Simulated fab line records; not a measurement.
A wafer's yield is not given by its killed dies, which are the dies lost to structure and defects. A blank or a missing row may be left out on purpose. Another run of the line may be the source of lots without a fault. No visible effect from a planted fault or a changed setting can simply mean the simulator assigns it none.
fab line records	flow nandHarc
[record] lots = 11	wafers = 33	lastDay = 25
route steps=1159 shown P_CONTACT@233 P_M0@261 END@1159
lots that met no fault: taken from a fault-free run of the same line
startH: the number of hours between the record's first day and the start of the first shown wafer of the lot	waitH: hours since the lot's step before	" as in the row above	L1.1+2: a single row standing in for several wafers	- no value, or no start was given	* or withheld: withheld	< > ~ a bound
route shown NAME@n: a module of which the file shows steps, and the number in the route of the first	usual: mean/standard deviation taken from wafers without a fault	same: alike in all rows	chamber/n: place in a boat	sites: the reading at each site	_std_site: standard deviation across them	_edge_site: mean of outer sites minus mean of inner sites	radiusMm: how far each site lies from the wafer's centre	mask NAME#n: copy n	behind: the most recent tool/chamber to have shaped the wafer	hold: why the lot went on hold/how many hours it stayed there/how the hold came to an end	device: the n, p or np transistor that did not switch	end of line: at the end of the route, the tests of the same wafers	a step given without rows: its recipe and nothing more	killed: not the wafer's yield, but the dies lost to structure and defects at the first sort	map: a wafer's dies, x killed, . not, _ none there
set.NAME: the setting that was run; set.NAME@STEP: the one run at that earlier step	model.NAME: the simulator's own value behind a step, which no gauge read
one table for each step of the route and one row for each wafer, over a sample of lots
services: a tool's chamber out of use, with start hour (startH, from the record's first day; less than 0 if before it), hours out, and reason
[[steps]]
[step NHARC_P_CONTACT_OVL_MEAS_13]
[usual] overlayXNm = 0.2/0.83	overlayYNm = 0.2/0.98
lot.wafer	tool	chamber	startH	waitH	overlayXNm	overlayYNm
L103.2	overlay-02	-	116.36	-	-1.0	1.9
L103.3	"	-	"	"	-1.3	2.0
L103.5	"	-	"	"	-0.6	2.3
L105.2	overlay-01	-	123.40	-	-0.2	-0.4
L105.3	"	-	"	"	-0.2	-0.6
L105.5	"	-	"	"	-0.6	-0.1
L106.2	overlay-02	-	143.74	-	-0.2	-1.0
L106.3	"	-	"	"	0.0	-0.8
L106.6	"	-	"	"	-0.3	-1.3
L108.2	overlay-02	-	154.93	-	0.0	-1.3
L108.4	"	-	"	"	0.2	-1.3
L108.5	"	-	"	"	0.0	-1.0
L109.1	overlay-01	-	157.20	-	1.0	-0.1
L109.4	"	-	"	"	0.9	0.0
L109.6	"	-	"	"	0.4	0.4
L111.1	overlay-01	-	161.70	-	-1.1	-0.1
L111.2	"	-	"	"	-1.4	-0.8
L111.5	"	-	"	"	-1.2	-0.8
L116.1	overlay-01	-	187.77	-	0.3	1.4
L116.2	"	-	"	"	1.0	0.8
L116.4	"	-	"	"	0.3	0.9
L117.2	overlay-01	-	207.37	-	1.7	0.7
L117.4	"	-	"	"	1.9	0.4
L117.5	"	-	"	"	1.9	0.5
L120.1	overlay-01	-	216.73	-	0.0	-0.5
L120.3	"	-	"	"	0.5	-0.3
L120.4	"	-	"	"	0.4	0.4
L125.1	overlay-01	-	240.45	-	-0.2	-0.3
L125.2	"	-	"	"	-0.1	-0.4
L125.5	"	-	"	"	-0.3	-0.2
L124.1	overlay-01	-	241.16	-	0.3	1.2
L124.5	"	-	"	"	0.3	0.9
L124.6	"	-	"	"	0.4	0.5
[step NHARC_P_CONTACT_DESCUM_17]
[recipe] timeS = 3	o2FlowSccm = 200	arFlowSccm = 0	biasPowerW = 0	chemistry = O2
[usual] drypumpMotorCurrentA = 5.9/0.45	oesProductAu = 0.998/0.0066	rfVppV = 57.8/0.95	showerheadPlenumPTorr = 1.92/0.085	throttleValvePct = 11.311/0.0094
[same] biasPowerW = 0
lot.wafer	tool	chamber	startH	waitH	drypumpMotorCurrentA	oesProductAu	rfHoursCounterH	rfVppV	showerheadPlenumPTorr	throttleValvePct
L103.2	rieDiel-06	1	116.46	0.1	6.0	0.997	4	57.0	1.92	11.321
L103.3	"	3	"	"	6.0	1.004	4	57.3	1.84	11.322
L103.5	"	1	"	"	5.9	1.004	-	57.9	1.92	11.299
L105.3	rieDiel-06	2	123.50	0.1	5.2	1.002	5	58.0	1.99	11.328
L105.2	"	1	"	"	5.9	0.999	5	57.9	1.92	11.313
L105.5	"	3	"	"	6.1	1.003	-	57.0	1.84	11.294
L106.3	rieDiel-09	1	143.83	0.1	6.5	0.997	5	58.6	2.01	11.318
L106.2	"	2	"	"	5.8	1.002	6	57.4	1.87	11.307
L106.6	"	1	"	"	6.5	0.992	-	56.5	2.01	11.297
L108.2	rieDiel-06	2	155.05	0.1	5.2	0.997	7	58.3	1.99	11.313
L108.4	"	3	"	"	6.0	0.997	7	57.0	1.83	11.326
L108.5	"	0	"	"	5.6	0.991	-	57.9	1.81	11.300
L109.4	rieDiel-09	2	157.29	0.1	5.8	0.991	7	59.2	1.87	11.308
L109.1	"	3	"	"	6.3	0.993	6	58.1	2.02	11.301
L109.6	"	3	"	"	6.3	0.995	-	58.9	2.02	11.313
L111.1	rieDiel-06	1	161.81	0.1	6.0	1.000	8	56.9	1.92	11.317
L111.2	"	2	"	"	5.2	1.005	8	58.2	1.99	11.302
L111.5	"	2	"	"	5.2	0.992	-	57.6	1.99	11.307
L116.1	rieDiel-06	0	187.87	0.1	5.6	0.985	10	58.9	1.80	11.316
L116.4	"	2	"	"	5.2	1.004	11	55.4	1.99	11.299
L116.2	"	3	"	"	6.0	0.992	9	59.7	1.83	11.335
L117.2	rieDiel-09	2	207.47	0.1	5.8	0.999	12	56.3	1.87	11.318
L117.4	"	0	"	"	5.3	1.000	12	57.0	1.81	11.317
L117.5	"	3	"	"	6.3	1.005	-	59.2	2.02	11.308
L120.1	rieDiel-09	2	216.83	0.1	5.8	0.990	14	58.5	1.87	11.337
L120.4	"	3	"	"	6.3	1.004	12	56.3	2.02	11.312
L120.3	"	1	"	"	6.5	0.989	14	59.2	2.01	11.299
L125.2	rieDiel-09	3	240.56	0.1	6.3	1.009	15	58.5	2.02	11.300
L125.1	"	1	"	"	6.5	1.000	16	57.3	2.01	11.319
L125.5	"	3	"	"	6.4	1.001	-	56.7	2.02	11.318
L124.1	rieDiel-05	2	241.27	0.1	5.3	1.003	23	57.0	1.93	11.311
L124.6	"	0	"	"	6.1	0.992	-	57.8	1.77	11.318
L124.5	"	1	"	"	6.0	0.994	-	56.9	1.91	11.298
[step NHARC_P_M0_PEB_07]
[recipe] pebTempC = 100	pebTimeS = 65
[usual] chillPlateTempC = 23.02/0.11	heaterPowerTotalW = 156.6/0.41
lot.wafer	tool	chamber	startH	waitH	chillPlateTempC	heaterPowerTotalW
L103.2	lithoTrack-06	0	125.99	0.1	23.13	156.6
L103.3	"	0	"	"	22.91	157.1
L103.5	"	0	"	"	23.20	156.9
L105.2	lithoTrack-01	0	127.64	0.1	22.89	156.2
L105.3	"	0	"	"	22.88	156.3
L105.5	"	0	"	"	22.81	157.1
L106.2	lithoTrack-06	0	147.75	0.1	22.98	156.5
L106.3	"	0	"	"	23.08	156.8
L106.6	"	0	"	"	23.10	156.0
L108.2	lithoTrack-04	0	160.10	0.1	23.13	157.0
L108.4	"	0	"	"	23.08	157.1
L108.5	"	0	"	"	23.05	156.1
L109.1	lithoTrack-01	0	164.96	0.1	23.14	156.1
L109.4	"	0	"	"	23.02	156.3
L109.6	"	0	"	"	23.05	157.0
L111.1	lithoTrack-06	0	171.73	0.1	23.03	156.3
L111.2	"	0	"	"	23.15	156.7
L111.5	"	0	"	"	22.91	156.3
L116.1	lithoTrack-06	0	195.04	0.1	23.10	425.2
L116.2	"	0	"	"	23.05	427.1
L116.4	"	0	"	"	23.02	426.8
L117.2	lithoTrack-06	0	214.84	0.1	23.08	423.8
L117.4	"	0	"	"	23.13	426.2
L117.5	"	0	"	"	23.03	426.9
L120.1	lithoTrack-04	0	222.94	0.1	23.03	156.0
L120.3	"	0	"	"	23.03	157.1
L120.4	"	0	"	"	22.99	157.2
L125.1	lithoTrack-04	0	245.46	0.1	23.03	156.0
L125.2	"	0	"	"	22.94	156.7
L125.5	"	0	"	"	23.05	156.6
L124.1	lithoTrack-01	0	245.61	0.1	23.11	155.9
L124.5	"	0	"	"	22.98	157.0
L124.6	"	0	"	"	22.85	157.0
[step NHARC_P_M0_CD_MEAS_09]
[recipe] targetCdNm = 90	landingEnergyEv = 500
[usual] cdNm = 90.0/0.52
lot.wafer	tool	chamber	startH	waitH	cdNm
L103.2	cdSem-01	0	126.07	-	89.8
L103.3	"	0	"	"	89.9
L103.5	"	0	"	"	90.1
L105.2	cdSem-03	0	127.72	-	90.6
L105.3	"	0	"	"	90.4
L105.5	"	0	"	"	90.0
L106.2	cdSem-03	0	147.84	-	89.8
L106.3	"	0	"	"	90.3
L106.6	"	0	"	"	89.5
L108.2	cdSem-02	0	160.18	-	90.3
L108.4	"	0	"	"	90.2
L108.5	"	0	"	"	90.6
L109.1	cdSem-03	0	165.04	-	90.0
L109.4	"	0	"	"	89.2
L109.6	"	0	"	"	90.8
L111.1	cdSem-01	0	171.81	-	89.6
L111.2	"	0	"	"	89.4
L111.5	"	0	"	"	89.3
L116.1	cdSem-01	0	195.12	-	-
L116.2	"	0	"	"	-
L116.4	"	0	"	"	-
L117.2	cdSem-03	0	214.93	-	-
L117.4	"	0	"	"	-
L117.5	"	0	"	"	-
L120.1	cdSem-01	0	223.02	-	89.6
L120.3	"	0	"	"	90.2
L120.4	"	0	"	"	90.0
L125.1	cdSem-01	0	245.54	-	89.8
L125.2	"	0	"	"	90.9
L125.5	"	0	"	"	89.7
L124.1	cdSem-03	0	245.69	-	89.0
L124.5	"	0	"	"	89.7
L124.6	"	0	"	"	89.8
[step NHARC_P_M0_OVL_MEAS_10]
[recipe] pitchNm = 180
[usual] overlayXNm = 0.1/0.84	overlayYNm = -0.1/0.8
lot.wafer	tool	chamber	startH	waitH	overlayXNm	overlayYNm
L103.2	overlay-01	-	126.16	-	0.5	-1.5
L103.3	"	-	"	"	0.8	-1.9
L103.5	"	-	"	"	0.9	-1.5
L105.2	overlay-02	-	127.82	-	0.0	1.6
L105.3	"	-	"	"	0.0	1.8
L105.5	"	-	"	"	0.0	1.7
L106.2	overlay-01	-	147.92	-	-1.7	-0.3
L106.3	"	-	"	"	-1.3	-0.4
L106.6	"	-	"	"	-1.7	-0.7
L108.2	overlay-02	-	160.27	-	-0.1	0.6
L108.4	"	-	"	"	0.0	0.4
L108.5	"	-	"	"	-0.6	0.1
L109.1	overlay-01	-	165.13	-	-1.0	0.1
L109.4	"	-	"	"	-1.1	0.1
L109.6	"	-	"	"	-0.8	0.6
L111.1	overlay-01	-	171.90	-	-1.0	-1.4
L111.2	"	-	"	"	-0.7	-1.6
L111.5	"	-	"	"	-0.6	-1.2
L116.1	overlay-02	-	195.21	-	-	-
L116.2	"	-	"	"	-	-
L116.4	"	-	"	"	-	-
L117.2	overlay-01	-	215.03	-	-	-
L117.4	"	-	"	"	-	-
L117.5	"	-	"	"	-	-
L120.1	overlay-01	-	223.11	-	-0.5	-0.1
L120.3	"	-	"	"	-0.8	-0.4
L120.4	"	-	"	"	-0.2	-0.1
L125.1	overlay-01	-	245.63	-	1.0	-0.5
L125.2	"	-	"	"	0.5	-0.7
L125.5	"	-	"	"	0.5	-0.7
L124.1	overlay-01	-	245.78	-	1.8	-0.5
L124.5	"	-	"	"	1.4	-1.0
L124.6	"	-	"	"	0.8	-0.6
[step NHARC_P_M0_ETCH_34]
[recipe] targetDepthA = 400	overetchA = 120	timeS = 43.94	ionEnergyEv = 200	n2FlowSccm = 150	h2FlowSccm = 150	arFlowSccm = 0	rfW = 400	biasW = 150	chemistry = N2/H2
[usual] drypumpMotorCurrentA = 6.1/0.37	oesProductAu = 1.001/0.0078	rfVppV = 431.6/2.7	showerheadPlenumPTorr = 2.08/0.094	throttleValvePct = 14.172/0.0096
lot.wafer	tool	chamber	startH	waitH	drypumpMotorCurrentA	oesProductAu	rfHoursCounterH	rfVppV	showerheadPlenumPTorr	throttleValvePct
L103.3	rieDiel-02	2	126.34	0.1	6.2	1.003	10	432.9	2.13	14.164
L103.2	"	1	"	"	6.7	1.000	11	432.4	2.07	14.177
L103.5	"	2	"	"	6.2	0.993	-	433.3	2.13	14.188
L105.3	rieDiel-02	1	128.03	0.1	6.7	0.996	12	431.6	2.07	14.177
L105.2	"	3	"	"	5.7	0.994	4	431.9	2.03	14.171
L105.5	"	1	"	"	6.7	0.999	-	431.2	2.07	14.172
L106.3	rieDiel-08	1	148.11	0.1	6.4	0.995	1	434.9	2.19	14.184
L106.2	"	3	"	"	6.2	0.989	1	434.6	2.21	14.169
L106.6	"	2	"	"	5.6	1.003	-	427.5	1.93	14.161
L108.2	rieDiel-11	0	160.45	0.1	5.7	0.995	8	427.9	1.97	14.172
L108.4	"	2	"	"	5.8	1.003	7	428.2	1.98	14.174
L108.5	"	1	"	"	5.5	1.000	-	433.6	2.17	14.175
L109.4	rieDiel-02	3	165.31	0.1	5.8	1.000	0	429.9	2.03	14.171
L109.1	"	1	"	"	6.7	1.009	0	431.1	2.06	14.179
L109.6	"	0	"	"	6.4	1.003	-	435.9	2.21	14.172
L111.1	rieDiel-02	2	172.08	0.1	6.2	1.001	1	432.2	2.12	14.148
L111.2	"	0	"	"	6.4	1.004	1	435.0	2.21	14.182
L111.5	"	2	"	"	6.2	1.003	-	432.4	2.13	14.174
L116.1	rieDiel-02	1	195.39	0.1	6.7	1.018	3	431.9	2.06	14.156
L116.2	"	2	"	"	6.2	0.996	3	432.1	2.12	14.172
L116.4	"	3	"	"	5.7	0.997	3	432.4	2.03	14.179
L117.2	rieDiel-11	3	215.22	0.1	6.4	1.003	1	430.1	2.07	14.176
L117.4	"	0	"	"	5.7	1.002	1	427.8	1.97	14.167
L117.5	"	1	"	"	5.5	0.987	-	434.1	2.17	14.175
L120.3	rieDiel-11	2	223.29	0.1	5.8	1.004	1	428.1	1.98	14.160
L120.4	"	3	"	"	6.4	1.011	1	431.8	2.07	14.178
L120.1	"	1	"	"	5.5	0.992	1	435.1	2.17	14.175
L125.1	rieDiel-08	0	245.81	0.1	5.7	1.006	8	427.6	1.93	14.164
L125.2	"	1	"	"	6.3	0.985	9	433.6	2.18	14.169
L125.5	"	1	"	"	6.4	1.001	-	434.2	2.18	14.176
L124.1	rieDiel-11	2	245.96	0.1	5.9	1.012	3	428.8	1.98	14.155
L124.6	"	2	"	"	5.9	1.012	-	427.8	1.98	14.166
L124.5	"	3	"	"	6.4	1.008	-	430.8	2.07	14.189
[step NHARC_END_SORT_01]
[recipe] tempC = 25
[usual] defectLimitedYield = 95.2/1.4	killedAtArray = 28/8.9	killedAtOther = 0.8/1.2	killedAtPeriphery = 3.3/2.3	killedDies = 32/9.4	killedOpen = 3.2/1.8	killedShort = 1.9/1.4	sort_bin_2_pct = 1.4/0.56	sort_bin_3_pct = 0.26/0.21	sort_bin_4_pct = 3.1/1	sortNPass = 645/9.4	sortRimYieldPct = 95.7/2.4	sortYieldPct = 95.2/1.4
[same] grossDies = 677	sort_bin_5_pct[%] = 0	sort_bin_6_pct[%] = 0	sort_bin_7_pct[%] = 0	sort_bin_8_pct[%] = 0	sortRimNGross = 106.00
lot.wafer	tool	chamber	startH	waitH	defectLimitedYield[%]	killedAtArray	killedAtOther	killedAtPeriphery	killedDies	killedOpen	killedShort	sort_bin_2_pct[%]	sort_bin_3_pct[%]	sort_bin_4_pct[%]	sortNPass	sortRimYieldPct[%]	sortYieldPct[%]
L117.2	prober-02	0	546.08	2.8	0	37	0	640	677	7	2	94.5	0.30	5.2	0	0	0
L117.4	prober-02	0	547.68	3.4	0	21	0	656	677	0	0	97.5	0.15	2.4	0	0	0
L117.5	prober-02	0	548.48	3.7	0	45	0	632	677	3	1	95.4	0.30	4.3	0	0	0
// killed by level:class
L117.2 P_M0:areaPeb=632 A_SLIT:chamberFilmFlake=16 A_STAIRCASE:chamberFilmFlake=6 A_CONTACT:chamberFilmFlake=6 P_M1:chamberFilmFlake=3 P_CONTACT:geometricParticle:open=2 A_CONTACT:geometricParticle:open=2 P_ZERO_WELL:chamberFilmFlake=2
L117.4 P_M0:areaPeb=655 A_SLIT:chamberFilmFlake=11 A_CONTACT:chamberFilmFlake=6 A_CHANNEL_HOLE_D1:chamberFilmFlake=2 P_ZERO_WELL:chamberFilmFlake=1 A_CHANNEL_FILL_D1:chamberFilmFlake=1 A_STAIRCASE:chamberFilmFlake=1
L117.5 P_M0:areaPeb=630 A_SLIT:chamberFilmFlake=22 A_CHANNEL_HOLE_D1:chamberFilmFlake=7 A_CONTACT:chamberFilmFlake=6 A_STAIRCASE:chamberFilmFlake=5 A_SOURCE_PLATE:geometricParticle:open=1 A_SOURCE_PLATE:geometricParticle:short=1 A_WL_FILL:geometricParticle:open=1
[[services]]
tool	chamber	startH	hours	kind
lithoTrack-01	-	93.00	7.0	pm
rieDiel-06	0	97.70	-	clean
lithoTrack-06	-	117.00	7.0	pm
rieDiel-06	0	120.23	12.1	repair
rieDiel-08	-	124.84	9.0	pm
rieDiel-09	3	133.14	12.4	repair
lithoTrack-04	-	141.00	7.0	pm
rieDiel-02	-	150.70	9.0	pm
rieDiel-05	3	154.31	6.0	repair
rieDiel-09	3	158.50	1.9	repair
rieDiel-06	3	161.44	8.4	repair
rieDiel-05	-	163.73	9.0	pm
rieDiel-11	1	177.06	3.2	repair
rieDiel-08	0	189.05	6.7	repair
rieDiel-11	-	189.50	9.0	pm
rieDiel-08	1	197.49	1.6	repair
rieDiel-11	1	199.61	6.7	repair
rieDiel-02	1	202.69	7.0	repair
rieDiel-05	3	211.75	6.3	repair
rieDiel-09	2	219.44	1.2	repair
rieDiel-09	1	225.76	2.8	repair
rieDiel-09	0	227.51	3.9	repair
rieDiel-05	3	238.27	3.0	repair
rieDiel-06	-	241.20	9.0	pm
[[key]]
[firstSign] step = NHARC_P_M0_PEB_07	reading = heaterPowerTotalW	direction = up	sigmas = 99+	usual = *	struck = *
[effect] step = NHARC_P_M0_CD_MEAS_09	reading = cdNm	direction = missing
[effect] step = NHARC_P_M0_OVL_MEAS_10	reading = overlayXNm	direction = missing
[effect] step = NHARC_END_SORT_01	reading = killedAtPeriphery	direction = up	sigmas = 99+	usual = 3.3	struck = 642.7
[moreKillsBornAt] NHARC_P_M0_PEB_07@lithoTrack-06 = 1917
metAt NHARC_P_M0_PEB_07
struckLots L116,L117
laterRowsLeftOut L116.1,L116.2,L116.4,L117.2,L117.4,L117.5
sortLeftOut L116.1,L116.2,L116.4
notActingAt NHARC_P_CONTACT_OVL_MEAS_13,NHARC_P_CONTACT_DESCUM_17,NHARC_P_M0_ETCH_34
onsetBetween 171.73 195.04
[fault] kind = processParameterDrift	tool = lithoTrack-06	chamber = -	onsetH = 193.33	steps = NHARC_P_M0_PEB_07	channel = pebTimeS	offset = *	shape = step	actsIn = *	stated = *
// sortLeftOut: the simulated sort isn't trusted on such a fault, so these wafers' sort isn't shown, and their yield isn't known
// laterRowsLeftOut: the simulator's readings of these wafers behind a module that went badly wrong aren't trusted and aren't shown, but for the sort
